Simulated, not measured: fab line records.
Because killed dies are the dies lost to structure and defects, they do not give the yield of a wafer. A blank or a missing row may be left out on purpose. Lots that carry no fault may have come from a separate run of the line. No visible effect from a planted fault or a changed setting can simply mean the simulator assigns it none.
Matching of chambers	flow nand_harc	NHARC_P_CONTACT_ALD_22 on ald_metal-04: 4 sister chambers
The step deposits TiN, target thk 3 nm, pulse time 1 s, ald cycles 150. 4 wafers are shown with their chamber, then 10 later ones without.

EACH WAFER AND ITS CHAMBER
wafer	chamber	heater_power_w (W)
L082.4	2	1183
L087.3	0	1062
L086.3	1	1202
L086.4	3	915

WAFERS WHOSE CHAMBER IS MISSING
wafer	heater_power_w (W)
L086.5	1205
L092.1	970
L092.2	1199
L092.4	1210
L094.1	1195
L094.4	1089
L094.6	1191
L095.2	1175
L095.3	1112
L095.6	1102

EACH ONE'S CHAMBER
wafer	from the rows above	in truth
L086.5	can't be placed: 1 or 2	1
L092.1	can't be placed: 3 or 0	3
L092.2	can't be placed: 1 or 2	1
L092.4	can't be placed: 1 or 2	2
L094.1	can't be placed: 1 or 2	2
L094.4	0	0
L094.6	can't be placed: 2 or 1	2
L095.2	can't be placed: 2 or 1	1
L095.3	can't be placed: 0 or 2 or 1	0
L095.6	can't be placed: 0 or 2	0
Correct placement for 1 of the 10. Unplaceable from these rows: 9, with the true chamber sitting among the candidates in 9. 0 placed wrongly.
How it was worked out, from the rows above alone: a wafer's distance from a chamber is the root of the sum, over the readings, of the square of ((its reading less the chamber's mean) divided by the reading's scatter). If the next closest chamber is less than 2 further off than the closest, the wafer can't be placed; otherwise it belongs to the closest. Each chamber's mean is taken over the wafers shown for it. The scatter: root of mean squared gap, hidden wafer to nearest shown wafer, with one shown wafer a chamber.
